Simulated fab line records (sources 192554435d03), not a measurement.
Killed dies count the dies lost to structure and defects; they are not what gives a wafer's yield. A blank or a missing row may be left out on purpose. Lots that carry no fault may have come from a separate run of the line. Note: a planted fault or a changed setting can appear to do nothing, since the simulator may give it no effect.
fab line records	flow n5Finfet
record: lots: 10	wafers: 30	lastDay: 16
route steps=1938 shown DUMMY_GATE@244 SD_EPI_N@262 BEOL_M4@1111
lots with no fault: from the same line, run without faults
startH: start of the lot's first displayed wafer, in hours after the record's first day	waitH: how many hours have passed since the lot's step before this one	" identical to the entry in the row above	L1.1+2: several wafers, shown together as one row	- value missing, or start not given	* or withheld: withheld	< > ~ a bound
route shown NAME@n: names a module that has steps shown in the file, with the first one's number in the route	usual: mean/standard deviation of fault-free wafers	same: alike in all rows	chamber/n: place in a boat	sites: the reading at each site	_std_site: how widely they spread, as a standard deviation	_edge_site: mean of outer sites minus mean of inner sites	radiusMm: how far each site lies from the wafer's centre	mask NAME#n: copy n	behind: the last tool/chamber to shape the wafer	hold: why the lot was held/for how many hours/how that ended	device: which transistor (n, p or np) failed to switch	end of line: tests of these same wafers at the route's end	a step with no rows: only its recipe	killed: at the first sort, the dies lost to defects and structure; wafer yield is something else	map: a wafer's dies, x killed, . not, _ none there
set.NAME: the setting the step ran with; set.NAME@STEP: the setting that earlier step ran with	model.NAME: the simulator's own value behind a step, which no gauge read
one table for each step of the route and one row for each wafer, over a sample of lots
services: the hour from which a tool's chamber was out of use, counted from the record's first day as startH (under 0 if before that day), plus the number of hours and why
== steps ==
step: N5_DUMMY_GATE_STRIP_41
recipe: chemistry: O2	powerW: 400	tempC: 40	pressureMtorr: 30	rfFrequencyHz: 6e+07	biasPowerW: 0	overashFraction: 0.3	o2FlowSccm: 225
usual: drypumpMotorCurrentA: 5.4/0.37	oesProductAu: 0.77/0.074	rfVppV: 3.6/0.45	showerheadPlenumPTorr: 2.09/0.049	throttleValvePct: 16.70/0.23
lot.wafer	tool	chamber	startH	waitH	drypumpMotorCurrentA	oesProductAu	rfHoursCounterH	rfVppV	showerheadPlenumPTorr	throttleValvePct
L879.4	rieDiel-06	0	57.77	0.0	5.4	0.76	165	3.5	2.09	16.86
L879.5	"	1	"	"	5.7	0.70	-	3.5	1.98	16.82
L879.6	"	0	"	"	5.4	0.75	-	3.8	2.09	16.85
L881.4	rieDiel-06	1	66.66	0.0	5.7	0.70	225	4.4	1.98	16.82
L881.5	"	1	"	"	5.7	0.70	-	2.9	1.98	16.82
L881.6	"	0	"	"	5.4	0.75	-	3.5	2.09	16.86
L882.1	rieDiel-03	2	70.67	0.0	5.7	0.73	151	3.7	2.18	16.40
L882.3	"	0	"	"	6.3	0.68	238	4.7	2.07	16.74
L882.4	"	3	"	"	5.4	0.79	114	3.8	2.10	16.84
L883.2	rieDiel-05	0	78.78	0.0	4.9	0.71	190	3.4	2.08	16.89
L883.5	"	0	"	"	4.9	0.71	-	3.0	2.08	16.89
L883.6	"	1	"	"	4.9	0.92	-	3.6	2.05	16.38
L884.2	rieDiel-05	1	86.86	0.0	4.9	0.91	32	3.7	2.05	16.36
L884.3	"	2	"	"	5.8	0.85	73	3.7	2.11	16.87
L884.6	"	1	"	"	4.9	0.91	-	3.2	2.05	16.38
L885.3	rieDiel-05	2	90.41	0.0	5.9	0.84	75	4.0	2.11	16.85
L885.5	"	0	"	"	4.9	0.70	-	3.7	2.08	16.91
L885.6	"	1	"	"	5.0	0.92	-	4.1	2.05	16.38
L888.2	rieDiel-06	1	106.24	0.0	5.7	0.70	236	4.0	1.98	16.82
L888.3	"	2	"	"	5.8	0.82	76	4.1	2.13	16.70
L888.4	"	0	"	"	5.4	0.74	179	3.4	2.09	16.87
L890.4	rieDiel-06	3	123.85	0.0	5.2	0.70	228	3.8	2.07	16.99
L890.5	"	3	"	"	5.2	0.69	-	3.9	2.07	16.98
L890.6	"	2	"	"	5.8	0.80	-	3.2	2.13	16.71
L895.1	rieDiel-06	3	148.93	0.0	5.2	0.69	237	3.0	2.07	17.01
L895.3	"	0	"	"	5.5	0.73	190	3.0	2.08	16.90
L895.6	"	3	"	"	5.1	0.70	-	3.8	2.07	17.01
L897.1	rieDiel-06	2	160.54	0.0	5.8	0.80	96	3.4	2.12	16.73
L897.3	"	3	"	"	5.2	0.69	242	3.6	2.06	17.02
L897.6	"	0	"	"	5.4	0.73	-	3.4	2.08	16.90
step: N5_DUMMY_GATE_ETCH_23
recipe: chemistry: HBr/Cl2/O2	HBr_flow_sccm: 150	Cl2_flow_sccm: 80	O2_flow_sccm: 12	biasW: 102	targetDepthA: 410	timeS: 22.3	target: poly-Si	maskMaterial: SiO2	pressureMtorr: 10	icpW: 800
usual: drypumpMotorCurrentA: 5.8/0.31	oesProductAu: 1.000/0.016	throttleValvePct: 37.3/0.33
same: timeS: 22.3
lot.wafer	tool	chamber	startH	waitH	drypumpMotorCurrentA	oesProductAu	rfHoursCounterH	throttleValvePct
L879.4	rieSi-03	0	58.01	0.0	5.8	0.976	87	36.9
L879.5	"	2	"	"	6.3	0.993	-	37.0
L879.6	"	3	"	"	5.7	1.010	-	36.7
L881.4	rieSi-03	1	66.89	0.0	5.9	0.996	171	37.4
L881.5	"	0	"	"	5.8	0.979	-	36.9
L881.6	"	3	"	"	5.7	1.012	-	36.8
L882.1	rieSi-05	0	70.91	0.0	6.0	1.038	6	37.1
L882.3	"	2	"	"	5.7	1.027	145	37.5
L882.4	"	1	"	"	5.7	0.973	136	37.6
L883.2	rieSi-05	2	79.01	0.0	5.7	1.028	145	37.5
L883.5	"	3	"	"	5.8	1.016	-	37.2
L883.6	"	0	"	"	6.0	1.042	-	37.1
L884.2	rieSi-05	1	87.10	0.0	5.7	0.982	136	37.6
L884.3	"	0	"	"	6.0	1.027	6	37.1
L884.6	"	3	"	"	5.8	1.009	-	37.2
L885.3	rieSi-03	1	90.64	0.0	5.9	0.991	172	37.4
L885.5	"	1	"	"	5.9	0.985	-	37.4
L885.6	"	0	"	"	5.8	0.970	-	36.9
L888.2	rieSi-04	0	106.48	0.0	5.8	0.981	144	37.8
L888.3	"	3	"	"	6.0	0.988	170	37.8
L888.4	"	3	"	"	6.0	0.992	-	37.8
L890.4	rieSi-04	3	124.09	0.0	6.0	1.000	170	37.8
L890.5	"	3	"	"	6.0	1.010	-	37.8
L890.6	"	0	"	"	5.8	0.985	-	37.9
L895.1	rieSi-04	0	149.17	0.0	5.8	0.992	144	37.9
L895.3	"	1	"	"	6.5	1.012	0	37.3
L895.6	"	1	"	"	6.5	1.008	-	37.3
L897.1	rieSi-03	3	160.77	0.0	5.7	1.008	83	36.7
L897.3	"	1	"	"	5.9	0.994	173	37.4
L897.6	"	1	"	"	5.9	0.993	-	37.4
step: N5_SD_EPI_N_COAT_32
recipe: resist: SOC	tempC: 250	timeS: 60	spinRpm: 1500	resistThkNm: 350
usual: heaterPowerTotalW: 500.5/1.7	runLengthS: 66.31/0.14
lot.wafer	tool	chamber	startH	waitH	heaterPowerTotalW	runLengthS
L879.4	lithoTrack-02	0	59.10	0.0	501.7	66.57
L879.5	"	0	"	"	502.0	66.35
L879.6	"	0	"	"	498.8	66.40
L881.4	lithoTrack-03	0	68.11	0.0	503.1	66.50
L881.5	"	0	"	"	500.1	66.34
L881.6	"	0	"	"	499.0	66.32
L882.1	lithoTrack-05	0	72.00	0.0	503.3	66.36
L882.3	"	0	"	"	501.4	66.14
L882.4	"	0	"	"	502.4	66.19
L883.2	lithoTrack-05	0	80.41	0.0	497.8	66.23
L883.5	"	0	"	"	498.9	66.28
L883.6	"	0	"	"	502.2	66.12
L884.2	lithoTrack-05	0	88.27	0.0	499.7	66.10
L884.3	"	0	"	"	501.4	66.45
L884.6	"	0	"	"	498.3	66.46
L885.3	lithoTrack-02	0	92.10	0.0	498.6	66.51
L885.5	"	0	"	"	500.3	66.39
L885.6	"	0	"	"	501.7	66.50
L888.2	lithoTrack-05	0	109.51	0.0	499.1	66.22
L888.3	"	0	"	"	501.9	66.17
L888.4	"	0	"	"	501.9	66.19
L890.4	lithoTrack-02	0	125.73	0.0	501.2	66.36
L890.5	"	0	"	"	501.5	66.44
L890.6	"	0	"	"	502.7	66.37
L895.1	lithoTrack-03	0	150.57	0.0	646.1	45.98
L895.3	"	0	"	"	500.1	66.11
L895.6	"	0	"	"	502.5	66.26
L897.1	lithoTrack-03	0	162.48	0.0	645.0	45.84
L897.3	"	0	"	"	498.4	66.31
L897.6	"	0	"	"	502.0	66.16
step: N5_SD_EPI_N_OVL_MEAS_10
recipe: pointsPerWafer: 44
usual: SD_N_BLK_OVL: 0.1/0.83
lot.wafer	tool	chamber	startH	waitH	SD_N_BLK_OVL[nm]
L879.4	overlay-02	0	59.37	0.0	-0.9
L879.5	"	0	"	"	-0.2
L879.6	"	0	"	"	-1.1
L881.4	overlay-02	0	68.51	0.0	-0.9
L881.5	"	0	"	"	0.1
L881.6	"	0	"	"	-1.0
L882.1	overlay-02	0	72.40	0.0	-0.8
L882.3	"	0	"	"	-0.3
L882.4	"	0	"	"	-0.6
L883.2	overlay-01	0	80.81	0.0	1.2
L883.5	"	0	"	"	1.7
L883.6	"	0	"	"	2.0
L884.2	overlay-02	0	88.66	0.0	0.1
L884.3	"	0	"	"	-0.2
L884.6	"	0	"	"	-0.5
L885.3	overlay-01	0	92.49	0.0	0.0
L885.5	"	0	"	"	0.5
L885.6	"	0	"	"	1.1
L888.2	overlay-02	0	109.78	0.0	1.6
L888.3	"	0	"	"	1.0
L888.4	"	0	"	"	1.3
L890.4	overlay-02	0	126.13	0.0	0.4
L890.5	"	0	"	"	0.4
L890.6	"	0	"	"	0.8
L895.1	overlay-02	0	150.97	0.0	0.0
L895.3	"	0	"	"	-0.9
L895.6	"	0	"	"	1.1
L897.1	overlay-01	0	162.87	0.0	-1.4
L897.3	"	0	"	"	-1.1
L897.6	"	0	"	"	-1.0
step: N5_BEOL_M4_RC_MEAS_101
usual: DIBL_N: 36.2/1.2	DIBL_P: 36.3/1.3	IOFF_N: 0.155/0.019	IOFF_P: 0.210/0.029	ION_N: 677/8.6	ION_P: 465/6.8	SS_N: 71.4/0.48	SS_P: 73.2/0.53	VT_N: 249.9/2.4	VT_P: -250/3.2
lot.wafer	tool	chamber	startH	waitH	DIBL_N[mV/V]	DIBL_P[mV/V]	IOFF_N[nA/um]	IOFF_P[nA/um]	ION_N[uA/um]	ION_P[uA/um]	SS_N[mV/dec]	SS_P[mV/dec]	VT_N[mV]	VT_P[mV]
L879.4	prober-01	0	176.70	0.5	35.3	36.5	0.138	0.190	682	470	70.8	73.2	250.0	-251
L879.5	"	0	"	"	36.7	38.1	0.162	0.215	675	464	72.0	73.5	250.2	-249
L879.6	"	0	"	"	34.3	35.1	0.116	0.163	674	460	70.3	72.9	257.5	-254
L881.4	prober-01	0	188.14	0.5	34.5	35.1	0.138	0.196	682	470	70.4	73.4	250.0	-249
L881.5	"	0	"	"	34.6	34.9	0.140	0.194	670	465	70.7	72.7	251.1	-251
L881.6	"	0	"	"	34.0	34.1	0.121	0.177	664	456	70.3	72.9	253.0	-254
L882.1	prober-02	0	199.88	0.0	35.7	36.0	0.144	0.215	671	463	71.6	73.4	251.6	-249
L882.3	"	0	"	"	37.4	38.4	0.182	0.245	678	469	70.9	74.0	246.6	-247
L882.4	"	0	"	"	37.0	37.4	0.166	0.222	666	464	71.0	73.7	249.5	-248
L883.2	prober-02	0	206.36	0.2	37.6	37.0	0.164	0.198	679	458	71.6	73.7	248.7	-252
L883.5	"	0	"	"	37.2	36.6	0.149	0.181	673	457	71.4	74.1	252.1	-253
L883.6	"	0	"	"	36.1	35.7	0.144	0.183	674	465	71.0	73.3	251.6	-251
L884.2	prober-02	0	216.28	0.2	35.7	36.7	0.176	0.239	682	470	71.8	72.9	251.2	-250
L884.3	"	0	"	"	34.8	35.9	0.147	0.219	680	474	70.9	74.0	250.3	-252
L884.6	"	0	"	"	33.7	34.1	0.128	0.190	681	467	70.7	73.0	250.1	-250
L885.3	prober-01	0	233.15	0.3	35.4	36.0	0.149	0.187	678	464	71.4	72.9	248.8	-254
L885.5	"	0	"	"	36.3	36.8	0.161	0.198	689	469	71.6	73.5	249.3	-252
L885.6	"	0	"	"	34.9	35.4	0.133	0.178	667	464	71.3	73.0	252.8	-255
L888.2	prober-01	0	245.08	0.2	34.4	33.4	0.117	0.192	669	470	70.6	72.5	253.2	-245
L888.3	"	0	"	"	36.1	36.1	0.154	0.227	680	474	71.4	73.4	250.9	-247
L888.4	"	0	"	"	37.6	37.4	0.181	0.253	684	470	71.6	74.0	246.6	-247
L890.4	prober-01	0	261.68	0.5	35.9	36.1	0.138	0.197	662	462	71.7	73.6	251.8	-250
L890.5	"	0	"	"	34.9	34.8	0.127	0.173	664	461	71.5	72.1	252.5	-252
L890.6	"	0	"	"	37.9	38.3	0.181	0.234	681	466	72.2	73.4	248.7	-250
L897.1	prober-02	0	284.92	0.0	35.8	36.8	0.170	0.225	678	472	71.5	73.3	245.8	-248
L897.3	"	0	"	"	35.6	36.4	0.158	0.217	681	469	71.2	73.2	249.6	-248
L897.6	"	0	"	"	34.0	34.9	0.139	0.197	679	467	70.5	73.4	247.4	-249
L895.1	prober-02	0	292.39	0.0	38.3	36.4	0.164	0.178	679	460	70.9	73.2	250.1	-255
L895.3	"	0	"	"	38.5	36.8	0.166	0.186	676	451	71.7	73.6	251.8	-254
L895.6	"	0	"	"	37.0	35.2	0.143	0.159	678	459	71.3	72.5	249.1	-256
== services ==
tool	chamber	startH	hours	kind
rieDiel-06	1	45.23	9.4	repair
rieSi-03	1	52.42	2.1	repair
rieDiel-05	-	53.95	0.3	repair
lithoTrack-03	-	78.28	-	consumableReplace:filter
rieSi-04	1	94.80	-	clean
rieSi-04	1	94.80	22.4	scheduledDown
rieSi-04	1	94.80	22.4	ventCycle
rieSi-03	-	106.36	0.2	repair
rieSi-05	-	108.66	0.3	repair
rieSi-05	3	108.97	2.1	repair
rieDiel-03	0	109.73	-	clean
rieDiel-03	0	109.73	-	consumableReplace:focusRing
rieDiel-03	0	109.73	26.8	scheduledDown
rieDiel-03	0	109.73	26.8	ventCycle
rieSi-05	-	111.27	14.6	pm
rieSi-04	0	143.64	3.5	repair
rieDiel-06	1	144.27	14.9	repair
rieDiel-03	3	152.15	13.5	repair
rieDiel-03	-	157.17	10.0	pm
rieDiel-06	1	161.77	-	clean
rieDiel-06	1	161.77	-	consumableReplace:focusRing
rieDiel-06	1	161.77	-	consumableReplace:showerhead
rieDiel-06	1	161.77	18.3	scheduledDown
rieDiel-06	1	161.77	18.3	ventCycle
== key ==
firstSign: step: N5_SD_EPI_N_COAT_32	reading: runLengthS	direction: down	sigmas: 99+	usual: *	struck: *
effect: step: N5_SD_EPI_N_COAT_32	reading: heaterPowerTotalW	direction: up	sigmas: 86	usual: *	struck: *
metAt N5_SD_EPI_N_COAT_32
struckLots L895,L897
struckWafers L895.1,L897.1
notActingAt N5_DUMMY_GATE_STRIP_41,N5_DUMMY_GATE_ETCH_23,N5_SD_EPI_N_OVL_MEAS_10
onsetBetween 68.11 150.57
fault: kind: processParameterDrift	tool: lithoTrack-03	chamber: -	onsetH: 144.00	steps: N5_SD_EPI_N_COAT_32	channel: timeS	offset: *	shape: step	endH: 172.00	scope: struckWafersOnly	actsIn: *	stated: *
